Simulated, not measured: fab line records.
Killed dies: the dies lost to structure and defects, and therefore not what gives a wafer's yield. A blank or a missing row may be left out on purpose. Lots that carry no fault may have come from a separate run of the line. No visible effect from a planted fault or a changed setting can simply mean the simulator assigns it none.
Which of the tools did it?    flow n5Finfet    10 lots, 30 wafers sampled, at 3 steps of a route of 1938

WHAT THE GAUGES SHOWED, per wafer
N5_BEOL_M9_THK_MEAS_01.
lot   measured      on            M9_ILD_THK (nm)
L131  day 11 11:20  filmMetro-01  265 269 268
L133  day 11 21:13  filmMetro-01  265 265 268
L130  day 12 13:35  filmMetro-02  264 270 264
L137  day 13 06:28  filmMetro-02  541 549 556
L139  day 14 17:27  filmMetro-02  553 550 554
L140  day 14 15:52  filmMetro-01  261 262 267
L142  day 14 22:44  filmMetro-01  262 269 268
L143  day 15 09:06  filmMetro-01  272 271 270
L148  day 16 08:43  filmMetro-02  263 267 268
L152  day 18 11:29  filmMetro-02  268 263 265

EACH LOT AND THE TOOL THAT RAN IT (in order: tool; ch and the chambers of the sampled wafers; start)
lot   N5_BEOL_M8_SPUTTER_48        N5_BEOL_M9_ILD_DEP_00
L131  pvdSputter-01, day 11 09:14  pecvd-04 ch 0,1,2, day 11 10:16
L133  pvdSputter-01, day 11 19:37  pecvd-02 ch 0,1,2, day 11 20:37
L130  pvdSputter-03, day 12 11:32  pecvd-02 ch 0,1, day 12 12:54
L137  pvdSputter-01, day 13 04:21  pecvd-02 ch 0,2, day 13 05:32
L139  pvdSputter-03, day 14 15:23  pecvd-04 ch 0,1,2, day 14 16:36
L140  pvdSputter-02, day 14 14:17  pecvd-02 ch 0,1, day 14 15:16
L142  pvdSputter-01, day 14 21:09  pecvd-03 ch 0,2, day 14 22:09
L143  pvdSputter-01, day 15 07:28  pecvd-04 ch 1,2, day 15 08:29
L148  pvdSputter-03, day 16 07:01  pecvd-02 ch 2, day 16 08:04
L152  pvdSputter-01, day 18 09:20  pecvd-02 ch 0,2, day 18 10:44
- N5_BEOL_M8_SPUTTER_48: material Cu, target thk 10 nm, time 1.667 s.
- N5_BEOL_M9_ILD_DEP_00: deposits SiCOH lowk from DEMS/porogen, target thk 308.51 nm, time 58 s.

THE ANSWER, worked out from the rows above alone
Rule: usual is defined by the lots themselves. The widest of any qualifying gaps counts: lots, ordered by their means at a reading, are off when they make up no more than a third of the lots, leave a main group of 4 or more, and stand apart from it by 3 or more times the standard deviation of that group's means. Not used: any main group whose means are identical at the precision the tables above print for the reading. Also off: a lot with no number at a reading for which 4 or more lots have one. All remaining lots with rows at the step are treated as sound.
Off: at N5_BEOL_M9_THK_MEAS_01 (M9_ILD_THK), L137, L139. The main group has a mean of 266 nm with a standard deviation of 2.
If a tool, at a process step before that reading, ran all the lots that are off and no sound lot after the first of them, it fits. The gauges at N5_BEOL_M9_THK_MEAS_01 are tried like those tools. Of those tried, none fits.

WHAT THE SIMULATOR PUT IN
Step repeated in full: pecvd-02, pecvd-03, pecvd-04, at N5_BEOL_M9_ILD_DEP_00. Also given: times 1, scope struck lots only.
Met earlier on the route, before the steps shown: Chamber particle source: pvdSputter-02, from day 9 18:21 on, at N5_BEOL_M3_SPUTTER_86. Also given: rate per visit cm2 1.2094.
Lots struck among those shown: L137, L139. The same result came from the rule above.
